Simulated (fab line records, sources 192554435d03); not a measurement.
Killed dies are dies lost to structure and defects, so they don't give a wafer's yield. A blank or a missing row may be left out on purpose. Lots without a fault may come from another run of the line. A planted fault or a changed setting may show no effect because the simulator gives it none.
Which tool did it? | flow n5_finfet | 8 lots, 24 wafers sampled, at 7 steps of a route of 1938

WHAT THE GAUGES READ, wafer by wafer
N5_SD_EPI_N_EPI_MEAS_23. Usual: thk_nm 59.1 nm, standard deviation 1.3.
lot  | measured    | on            | thk_nm (nm)    | flag
L714 | day 4 01:27 | film_metro-01 | 61.2 61.4 59.8 |
L717 | day 4 20:58 | film_metro-02 | 60.5 59.0 60.3 |
L718 | day 5 04:22 | film_metro-01 | 58.6 59.4 59.3 |
L720 | day 5 12:36 | film_metro-02 | 59.0 57.8 56.7 |
L729 | day 7 16:51 | film_metro-02 | 68.5 68.5 68.8 | OFF
L730 | day 8 00:13 | film_metro-02 | 68.4 67.6 67.2 | OFF
L732 | day 8 19:26 | film_metro-02 | 56.8 56.8 57.4 |
L734 | day 9 07:04 | film_metro-02 | 60.7 58.7 60.6 |

N5_SD_ACTIVATION_RS_MEAS_03: measures by four-point-probe. Usual: RS_SD_N 21.8 ohm/sq, standard deviation 0.34; RS_SD_P 56.2 ohm/sq, standard deviation 0.91.
lot  | measured    | on            | RS_SD_N (ohm/sq) | RS_SD_P (ohm/sq) | flag
L714 | day 4 06:35 | film_metro-02 | 21.9 21.5 21.5   | 57.8 58.2 56.5   |
L717 | day 5 02:11 | film_metro-01 | 21.4 21.3 21.5   | 56.6 56.4 56.4   |
L718 | day 5 10:19 | film_metro-01 | 21.7 21.8 21.8   | 54.5 55.8 55.5   |
L720 | day 5 17:55 | film_metro-02 | 22.1 22.6 22.7   | 55.3 55.7 55.4   |
L729 | day 7 22:04 | film_metro-02 | 18.5 18.3 18.3   | 56.5 56.3 56.0   | OFF
L730 | day 8 05:29 | film_metro-01 | 18.4 18.4 18.2   | 53.8 54.8 54.6   | OFF
L732 | day 9 00:57 | film_metro-01 | 22.9 22.6 22.6   | 56.4 56.9 56.5   |
L734 | day 9 12:39 | film_metro-01 | 21.7 22.0 22.0   | 57.4 56.7 56.3   |

N5_BEOL_M4_RC_MEAS_101. Usual: DIBL_N 36.0 mV/V, standard deviation 1.9; DIBL_P 36.0 mV/V, standard deviation 2.1; IOFF_N 0.155 nA/um, standard deviation 0.029; IOFF_P 0.20 nA/um, standard deviation 0.032; ION_N 672 uA/um, standard deviation 11; ION_P 461 uA/um, standard deviation 6.9; RS_SD_N 28.3 ohm/sq, standard deviation 0.45; SS_N 71.5 mV/dec, standard deviation 0.58; SS_P 73.2 mV/dec, standard deviation 0.64; VT_N 250.4 mV, standard deviation 2.9; VT_P -251.0 mV, standard deviation 2.8.
lot  | measured     | on        | DIBL_N (mV/V)  | DIBL_P (mV/V)  | IOFF_N (nA/um)    | IOFF_P (nA/um) | ION_N (uA/um) | ION_P (uA/um) | RS_SD_N (ohm/sq) | SS_N (mV/dec)  | SS_P (mV/dec)  | VT_N (mV)         | VT_P (mV)            | flag
L714 | day 8 19:07  | prober-02 | 38.1 39.6 39.5 | 39.4 40.4 39.7 | 0.192 0.218 0.213 | 0.26 0.27 0.27 | 696 682 705   | 475 466 478   | 28.2 27.8 28.0   | 71.6 72.0 71.0 | 74.1 73.4 73.7 | 247.3 244.8 247.4 | -244.9 -248.1 -247.3 |
L717 | day 10 05:05 | prober-01 | 34.8 37.0 38.5 | 33.1 35.7 36.5 | 0.127 0.158 0.182 | 0.15 0.19 0.20 | 676 684 675   | 453 462 454   | 28.0 28.1 27.8   | 70.1 71.7 71.5 | 72.5 73.2 73.5 | 249.6 250.7 249.8 | -256.0 -252.9 -251.3 |
L718 | day 10 07:43 | prober-02 | 37.7 36.1 38.0 | 38.7 36.5 38.1 | 0.197 0.157 0.179 | 0.25 0.22 0.23 | 671 675 665   | 459 459 453   | 28.2 28.0 28.3   | 72.4 71.7 72.1 | 73.5 74.0 73.7 | 246.4 251.4 249.0 | -249.8 -250.4 -251.9 |
L720 | day 11 00:58 | prober-01 | 36.0 35.7 34.6 | 37.2 36.8 35.8 | 0.153 0.155 0.135 | 0.21 0.22 0.20 | 688 672 665   | 469 467 466   | 28.4 29.3 29.1   | 70.9 71.1 71.5 | 74.1 73.8 73.6 | 249.2 250.3 251.7 | -248.9 -250.4 -249.1 |
L729 | day 12 19:56 | prober-02 | 37.4 38.0 38.8 | 37.7 38.2 40.4 | 0.192 0.207 0.223 | 0.23 0.24 0.28 | 694 679 699   | 470 460 475   | 23.8 23.6 23.5   | 71.8 71.6 72.1 | 73.8 74.2 74.6 | 246.3 243.6 243.7 | -248.9 -247.8 -245.5 | OFF
L730 | day 13 00:13 | prober-02 | 35.8 33.6 35.7 | 36.4 34.1 37.0 | 0.158 0.132 0.171 | 0.21 0.18 0.22 | 687 665 692   | 467 453 469   | 23.7 23.7 23.7   | 70.8 71.0 71.9 | 73.3 72.2 73.2 | 247.3 247.8 245.4 | -251.5 -251.7 -249.1 | OFF
L732 | day 14 00:02 | prober-02 | 33.6 32.7 34.6 | 33.1 32.2 33.9 | 0.130 0.124 0.132 | 0.18 0.17 0.19 | 675 673 656   | 467 464 457   | 29.5 29.4 29.2   | 71.5 70.7 70.9 | 72.1 72.4 72.7 | 250.5 255.6 253.0 | -250.3 -251.7 -251.1 |
L734 | day 13 23:31 | prober-01 | 37.5 35.8 38.0 | 36.0 34.7 36.4 | 0.179 0.147 0.173 | 0.23 0.20 0.24 | 672 678 657   | 465 460 450   | 28.0 28.2 28.4   | 71.6 71.1 71.5 | 73.9 72.9 73.8 | 248.6 251.6 248.6 | -246.8 -250.3 -252.1 |

WHICH TOOL RAN EACH LOT (tool, then ch and the chambers of the sampled wafers, then the start)
lot  | N5_DUMMY_GATE_STRIP_48            | N5_SPACER0_ALD_00                | N5_SD_EPI_N_ETCH_34               | N5_SD_EPI_N_EPI_21
L714 | rie_diel-05 ch 1,2, day 3 20:47   | ald_sin-02 ch 0,1,3, day 3 21:17 | rie_diel-02 ch 2,3, day 3 22:05   | epi_rpcvd-02 ch 0, day 3 23:44
L717 | rie_diel-01 ch 1,2,3, day 4 16:05 | ald_sin-02 ch 1,2, day 4 16:40   | rie_diel-03 ch 0,3, day 4 17:37   | epi_rpcvd-01 ch 0, day 4 19:32
L718 | rie_diel-01 ch 1,3, day 4 22:44   | ald_sin-02 ch 0,3, day 4 23:27   | rie_diel-06 ch 0,2, day 5 00:16   | epi_rpcvd-04 ch 0, day 5 02:27
L720 | rie_diel-04 ch 1,2,3, day 5 06:19 | ald_sin-02 ch 1,2,3, day 5 06:42 | rie_diel-03 ch 0,2, day 5 08:30   | epi_rpcvd-01 ch 0, day 5 10:19
L729 | rie_diel-01 ch 1,2,3, day 7 11:57 | ald_sin-04 ch 0,1,3, day 7 12:27 | rie_diel-02 ch 0,2,3, day 7 13:30 | epi_rpcvd-01 ch 0, day 7 15:08
L730 | rie_diel-01 ch 1,2,3, day 7 19:29 | ald_sin-03 ch 0,1,3, day 7 19:52 | rie_diel-06 ch 1,2,3, day 7 20:52 | epi_rpcvd-01 ch 0, day 7 22:47
L732 | rie_diel-01 ch 0,2,3, day 8 14:46 | ald_sin-02 ch 0,1,2, day 8 15:08 | rie_diel-02 ch 0,1,3, day 8 16:05 | epi_rpcvd-02 ch 0, day 8 18:00
L734 | rie_diel-04 ch 0,1,2, day 9 02:04 | ald_sin-03 ch 1,3, day 9 02:46   | rie_diel-06 ch 0,1,3, day 9 03:43 | epi_rpcvd-04 ch 0, day 9 05:38
- N5_DUMMY_GATE_STRIP_48: strips in N2/H2, time 20 s.
- N5_SPACER0_ALD_00: deposits SiOCN, target thk 3.5 nm, pulse time 3 s, purge time 2 s.
- N5_SD_EPI_N_ETCH_34: etches SiARC in CF4, target depth 45.5 nm, time 75.8 s.
- N5_SD_EPI_N_EPI_21: deposits Si:P, time 690 s.

WHAT THE TOOLS THEMSELVES READ (means of the sampled wafers that have a number; where no wafer has one, the mark that the record gives instead)
N5_DUMMY_GATE_STRIP_48. Usual: chamber_pressure_mTorr 100.01 mTorr, standard deviation 0.099; drypump_motor_current_A 5.7 A, standard deviation 0.33; oes_product_au 0.75 a.u., standard deviation 0.071; rf_vpp_V 45.3 V, standard deviation 0.79; showerhead_plenum_p_Torr 3.38 Torr, standard deviation 0.077; throttle_valve_pct 12.23 %, standard deviation 0.28.
lot  | tool        | chamber_pressure_mTorr (mTorr) | drypump_motor_current_A (A) | oes_product_au (a.u.) | rf_vpp_V (V) | showerhead_plenum_p_Torr (Torr) | throttle_valve_pct (%) | flag
L714 | rie_diel-05 | 99.88                          | 5.7                         | 0.75                  | 45.1         | 3.37                            | 12.15                  |
L717 | rie_diel-01 | 100.10                         | 5.5                         | 0.74                  | 45.7         | 3.33                            | 12.28                  |
L718 | rie_diel-01 | 99.99                          | 5.6                         | 0.76                  | 45.6         | 3.34                            | 12.12                  |
L720 | rie_diel-04 | 99.95                          | 6.1                         | 0.80                  | 45.3         | 3.43                            | 12.18                  |
L729 | rie_diel-01 | 100.09                         | 5.5                         | 0.72                  | 45.6         | 3.32                            | 12.34                  |
L730 | rie_diel-01 | 100.12                         | 5.5                         | 0.73                  | 44.8         | 3.32                            | 12.34                  |
L732 | rie_diel-01 | 99.95                          | 5.5                         | 0.75                  | 45.3         | 3.33                            | 12.27                  |
L734 | rie_diel-04 | 100.02                         | 6.1                         | 0.76                  | 44.7         | 3.41                            | 12.20                  |

N5_SPACER0_ALD_00. Usual: chamber_pressure_Torr 2.000 Torr, standard deviation 0.0039; heater_power_w 890 W, standard deviation 88; precursor_pulse_height_rel 1.000, standard deviation 0.02.
lot  | tool       | chamber_pressure_Torr (Torr) | heater_power_w (W) | precursor_pulse_height_rel | flag
L714 | ald_sin-02 | 2.001                        | 927                | 1.012                      |
L717 | ald_sin-02 | 1.998                        | 882                | 0.984                      |
L718 | ald_sin-02 | 1.998                        | 993                | 1.023                      |
L720 | ald_sin-02 | 2.001                        | 899                | 0.992                      |
L729 | ald_sin-04 | 1.994                        | 926                | 1.006                      |
L730 | ald_sin-03 | 2.003                        | 853                | 0.986                      |
L732 | ald_sin-02 | 2.001                        | 923                | 0.997                      |
L734 | ald_sin-03 | 1.999                        | 738                | 0.993                      |

N5_SD_EPI_N_ETCH_34. Usual: chamber_pressure_mTorr 40.00 mTorr, standard deviation 0.035; drypump_motor_current_A 5.6 A, standard deviation 0.48; etch_rf_on_time_s 76.6 s, standard deviation 1.9; oes_product_au 0.71 a.u., standard deviation 0.064; rf_vpp_V 184.2 V, standard deviation 1.1; showerhead_plenum_p_Torr 2.16 Torr, standard deviation 0.06; throttle_valve_pct 15.49 %, standard deviation 0.26.
lot  | tool        | chamber_pressure_mTorr (mTorr) | drypump_motor_current_A (A) | etch_rf_on_time_s (s) | oes_product_au (a.u.) | rf_vpp_V (V) | showerhead_plenum_p_Torr (Torr) | throttle_valve_pct (%) | flag
L714 | rie_diel-02 | 39.98                          | 5.3                         | 75.9                  | 0.66                  | 183.9        | 2.19                            | 15.77                  |
L717 | rie_diel-03 | 40.01                          | 5.8                         | 75.0                  | 0.69                  | 184.8        | 2.18                            | 15.21                  |
L718 | rie_diel-06 | 39.98                          | 5.7                         | 78.3                  | 0.73                  | 183.8        | 2.10                            | 15.60                  |
L720 | rie_diel-03 | 40.00                          | 5.5                         | 75.0                  | 0.76                  | 185.1        | 2.23                            | 15.06                  |
L729 | rie_diel-02 | 40.02                          | 5.3                         | 76.7                  | 0.69                  | 184.2        | 2.16                            | 15.73                  |
L730 | rie_diel-06 | 40.01                          | 5.6                         | 76.8                  | 0.67                  | 183.4        | 2.10                            | 15.67                  |
L732 | rie_diel-02 | 40.00                          | 5.3                         | 78.2                  | 0.66                  | 184.4        | 2.16                            | 15.72                  |
L734 | rie_diel-06 | 39.97                          | 5.9                         | 76.5                  | 0.68                  | 184.2        | 2.10                            | 15.69                  |

N5_SD_EPI_N_EPI_21. Usual: chamber_pressure_Torr 255.0 Torr, standard deviation 0.58.
lot  | tool         | chamber_pressure_Torr (Torr) | flag
L714 | epi_rpcvd-02 | 254.5                        |
L717 | epi_rpcvd-01 | 255.0                        |
L718 | epi_rpcvd-04 | 255.7                        |
L720 | epi_rpcvd-01 | 255.0                        |
L729 | epi_rpcvd-01 | 364.4                        | OFF
L730 | epi_rpcvd-01 | 364.6                        | OFF
L732 | epi_rpcvd-02 | 254.9                        |
L734 | epi_rpcvd-04 | 255.1                        |

THE ANSWER, worked out from the rows above alone
Rule: a lot is off if the mean of its wafers that have a number lies more than 3 standard deviations from the usual mean. A lot without any number at a reading at which 4 lots or more have one is off too. The other lots that the step has rows for count as sound. The gauges are gone through in route order, then the tools' own readings, and for those a lot's mean is taken as printed above. The first step at which some lot is off is used, and at that step the reading that is off furthest; a lot without a number counts as furthest.
Off: L729, L730, at N5_SD_EPI_N_EPI_MEAS_23 (thk_nm).
A tool fits if, at a process step before that reading, it ran every lot that is off, and no sound lot after the first of them. The gauges at N5_SD_EPI_N_EPI_MEAS_23 aren't tried: what is off there is off at N5_BEOL_M4_RC_MEAS_101 too, on other tools, and a gauge's error can't cause that. One fits: epi_rpcvd-01 at N5_SD_EPI_N_EPI_21. Its last sound lot is L720 (day 5 10:19), its first lot that is off L729 (day 7 15:08): a fault that began between those two fits.
The tool's own readings at N5_SD_EPI_N_EPI_21 bear it out: on the lots that are off they differ by more than 5 times the standard deviation of the sound lots' means. chamber_pressure_Torr reads 364.5 Torr there against 255.0 Torr on the sound lots.

WHAT THE SIMULATOR HAD PUT IN
Process parameter drift: epi_rpcvd-01, from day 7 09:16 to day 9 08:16, at N5_SD_EPI_N_EPI_21. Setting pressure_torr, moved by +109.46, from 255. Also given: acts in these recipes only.
Lots struck among those shown: L729, L730. The rule above found the same.
